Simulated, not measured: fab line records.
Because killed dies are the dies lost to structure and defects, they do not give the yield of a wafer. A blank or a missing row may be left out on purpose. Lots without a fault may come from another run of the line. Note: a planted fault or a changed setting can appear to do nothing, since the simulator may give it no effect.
Matching of chambers | flow nand_harc | NHARC_A_SLIT_ETCH_24 on rie_diel-06 has 4 sister chambers
The step etches the open film in CF4/CHF3, target depth 121 nm, time 60.5 s. 4 wafers are shown with their chamber, then 9 later ones without.

WAFERS WITH THEIR CHAMBER
wafer  | chamber | drypump_motor_current_A (A)
L080.4 | 3       | 5.7
L085.1 | 2       | 6.4
L085.2 | 0       | 5.4
L085.5 | 1       | 5.8

WAFERS WITHOUT THEIR CHAMBER
wafer  | drypump_motor_current_A (A)
L089.1 | 5.4
L089.3 | 5.7
L089.6 | 5.4
L094.3 | 5.8
L094.5 | 6.3
L094.6 | 5.8
L095.1 | 5.4
L095.2 | 5.8
L095.3 | 6.3

CHAMBER TAKEN BY EACH
wafer  | from the rows above | in truth
L089.1 | 0                   | 0
L089.3 | 3                   | 3
L089.6 | 0                   | 0
L094.3 | 1                   | 1
L094.5 | 2                   | 2
L094.6 | 1                   | 1
L095.1 | 0                   | 0
L095.2 | 1                   | 1
L095.3 | 2                   | 2
Correctly placed: 9 of 9. Number that these rows cannot place: 0. Number placed wrongly: 0.
How it was worked out, from the rows above alone: a wafer's distance from a chamber is the root of the sum, over the readings, of the square of ((its reading less the chamber's mean) divided by the reading's scatter). If the next closest chamber is less than 2 further off than the closest, the wafer can't be placed; otherwise it belongs to the closest. A chamber's mean is the mean of its shown wafers. The scatter: root of mean squared gap, hidden wafer to nearest shown wafer, with one shown wafer a chamber.
